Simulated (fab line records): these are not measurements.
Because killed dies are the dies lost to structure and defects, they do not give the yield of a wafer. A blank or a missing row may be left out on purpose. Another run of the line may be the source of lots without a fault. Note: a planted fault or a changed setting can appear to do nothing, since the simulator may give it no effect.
Split-lot trial + flow n5_finfet + on a route of 1938 steps: 7 lots, 21 wafers read

== SPLIT DETAILS ==
At N5_BEOL_M14_TRENCH_ETCH_34 (etches SiO2 in C4F8/O2/Ar, target depth 556.65 nm, time 126.9 s), the setting bias_w was moved away from the recipe's 2040 W on 5 of the 21 wafers read, by -17.1% to +14.5%. For the rest of the wafers, this setting stayed at what the recipe calls for.

Reading taken at the split's own step.

== THE READING ==
rf_vpp_V, in V, at N5_BEOL_M14_TRENCH_ETCH_34 (etches SiO2 in C4F8/O2/Ar, target depth 556.65 nm, time 126.9 s). Fault-free wafers of this fab line usually give 2225 V, standard deviation 34 V.

| wafer  | tool, chamber at the split | bias_w as run, W | against the recipe | rf_vpp_V, V | against lot-mates on the recipe |
|--------|----------------------------|------------------|--------------------|-------------|---------------------------------|
| L079.3 | rie_diel-03, 1             | 2335             | +14.5%             | 2435        | +282                            |
| L079.4 | rie_diel-03, 2             | 2040             | recipe             | 2153        | -                               |
| L079.6 | rie_diel-03, 2             | 2040             | recipe             | 2153        | -                               |
| L075.2 | rie_diel-02, 2             | 2040             | recipe             | 2217        | -                               |
| L075.3 | rie_diel-02, 3             | 2262             | +10.9%             | 2347        | +146                            |
| L075.6 | rie_diel-02, 3             | 2040             | recipe             | 2185        | -                               |
| L081.1 | rie_diel-03, 2             | 2040             | recipe             | 2153        | -                               |
| L081.2 | rie_diel-03, 1             | 2040             | recipe             | 2219        | -                               |
| L081.4 | rie_diel-03, 3             | 2040             | recipe             | 2259        | -                               |
| L088.1 | rie_diel-03, 2             | 2040             | recipe             | 2152        | -                               |
| L088.2 | rie_diel-03, 3             | 1761             | -13.7%             | 2039        | -140                            |
| L088.4 | rie_diel-03, 0             | 2040             | recipe             | 2206        | -                               |
| L091.2 | rie_diel-06, 3             | 1692             | -17.1%             | 1960        | -250                            |
| L091.4 | rie_diel-06, 3             | 2040             | recipe             | 2237        | -                               |
| L091.6 | rie_diel-06, 1             | 2040             | recipe             | 2183        | -                               |
| L095.1 | rie_diel-06, 1             | 2040             | recipe             | 2182        | -                               |
| L095.3 | rie_diel-06, 3             | 2040             | recipe             | 2238        | -                               |
| L095.4 | rie_diel-06, 2             | 2273             | +11.4%             | 2437        | +227                            |
| L096.4 | rie_diel-02, 1             | 2040             | recipe             | 2198        | -                               |
| L096.5 | rie_diel-02, 2             | 2040             | recipe             | 2212        | -                               |
| L096.6 | rie_diel-02, 1             | 2040             | recipe             | 2199        | -                               |

FIT RESULTS
A straight line over all 21 wafers: rf_vpp_V changes by +14.9 V for each +1% of bias_w; r = +0.95; the points scatter about the line by 35 V.
The same after taking each lot's own level away (the mean of its wafers on the recipe; 21 wafers): +15.4 V for each +1%; r = +0.96; scatter 33 V.
Per that fit: largest bias_w move, reading shift of 2.6e+02 V.
Measured against the standard deviation above, the lots' own levels, which go from 2153.0 to 2210.3 V, span 1.7 times it.
The two slopes are in agreement: the lot-to-lot level therefore moves the slope only a little.
Check: -256 V against its lot-mates is what the line predicts for one of the wafers moved furthest among these (-17.1%) when that wafer is left out of the fit. Against them it came out at -250 V.
Tool readings at the split's step, against how far the setting was moved: rf_vpp_V r = +0.95.

== THESE WAFERS: OTHER SPLITS ==
These wafers also went through other splits before the reading. Each is held against what the fit with the lots' levels taken away leaves over:
| other split on the same wafers | wafers away from the commonest value | r with rf_vpp_V (lot level and that fit taken away) |
|--------------------------------|--------------------------------------|-----------------------------------------------------|
| N5_BEOL_M13_COAT_04 spin_rpm   | 6                                    | +0.01                                               |

== FILE'S OWN FIT ==
rf_vpp_V changes by +15.4 V for each +1% of bias_w, r = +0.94.
